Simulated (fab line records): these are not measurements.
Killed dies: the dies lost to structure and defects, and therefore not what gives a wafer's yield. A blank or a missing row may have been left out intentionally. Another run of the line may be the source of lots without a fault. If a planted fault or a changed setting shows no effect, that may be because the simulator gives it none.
Chamber matching | flow n5Finfet | 4 sister chambers for N5_HKMG_FIN_ETCH_31 on rieDiel-01
The step etches SiARC in CF4, target depth 45.5 nm, time 75.8 s. 18 wafers are shown with their chamber, then 9 later ones without.

== WAFERS PAIRED WITH THEIR CHAMBERS ==
wafer  | chamber | showerheadPlenumPTorr (Torr) | drypumpMotorCurrentA (A) | throttleValvePct (%)
L074.3 | 2       | 2.16                         | 5.6                      | 15.49
L074.4 | 3       | 2.08                         | 6.1                      | 15.44
L074.6 | 2       | 2.16                         | 5.6                      | 15.48
L077.1 | 1       | 2.02                         | 5.0                      | 15.84
L077.2 | 3       | 2.08                         | 6.2                      | 15.45
L077.6 | 2       | 2.16                         | 5.6                      | 15.50
L080.1 | 2       | 2.16                         | 5.6                      | 15.52
L080.2 | 0       | 2.11                         | 6.3                      | 15.60
L080.3 | 3       | 2.08                         | 6.2                      | 15.48
L082.4 | 0       | 2.10                         | 6.2                      | 15.61
L082.5 | 0       | 2.10                         | 6.2                      | 15.60
L082.6 | 2       | 2.16                         | 5.6                      | 15.55
L084.1 | 0       | 2.10                         | 6.2                      | 15.62
L084.4 | 2       | 2.15                         | 5.7                      | 15.55
L084.6 | 1       | 2.02                         | 5.0                      | 15.85
L086.1 | 0       | 2.10                         | 6.2                      | 15.61
L086.2 | 1       | 2.02                         | 5.0                      | 15.87
L086.3 | 2       | 2.15                         | 5.6                      | 15.53

SIGNATURES, as means of the wafers listed above
reading               | chamber 0 | chamber 1 | chamber 2 | chamber 3 | scatter within a chamber
showerheadPlenumPTorr | 2.1020    | 2.0200    | 2.1571    | 2.0800    | 0.00399
drypumpMotorCurrentA  | 6.220     | 5.000     | 5.614     | 6.167     | 0.0407
throttleValvePct      | 15.6080   | 15.8533   | 15.5171   | 15.4567   | 0.0213
Rule: distance of a wafer from a chamber = root of the sum over the readings of ((wafer's reading minus chamber's mean) / reading's scatter) squared. The wafer belongs to the nearest chamber; if the next one is less than 2 further off, it can't be placed. The scatter: take each reading less its chamber's mean, square it, sum over the shown wafers, divide by the number of wafers less the number of chambers, and take the root.

== WAFERS WITH NO CHAMBER GIVEN ==
wafer  | showerheadPlenumPTorr (Torr) | drypumpMotorCurrentA (A) | throttleValvePct (%)
L089.3 | 2.15                         | 5.6                      | 15.57
L089.4 | 2.15                         | 5.6                      | 15.57
L089.6 | 2.07                         | 6.2                      | 15.50
L090.2 | 2.10                         | 6.2                      | 15.64
L090.4 | 2.07                         | 6.1                      | 15.50
L090.6 | 2.10                         | 6.2                      | 15.62
L095.2 | 2.07                         | 6.2                      | 15.55
L095.3 | 2.09                         | 6.2                      | 15.67
L095.5 | 2.09                         | 6.3                      | 15.66

== WHICH CHAMBER EACH WENT THROUGH ==
wafer  | from the rows above | in truth
L089.3 | 2                   | 2
L089.4 | 2                   | 2
L089.6 | 3                   | 3
L090.2 | 0                   | 0
L090.4 | 3                   | 3
L090.6 | 0                   | 0
L095.2 | 3                   | 3
L095.3 | 0                   | 0
L095.5 | 0                   | 0
Correct placement for 9 of the 9. Can't be placed from these rows: 0. Placed wrongly: 0.
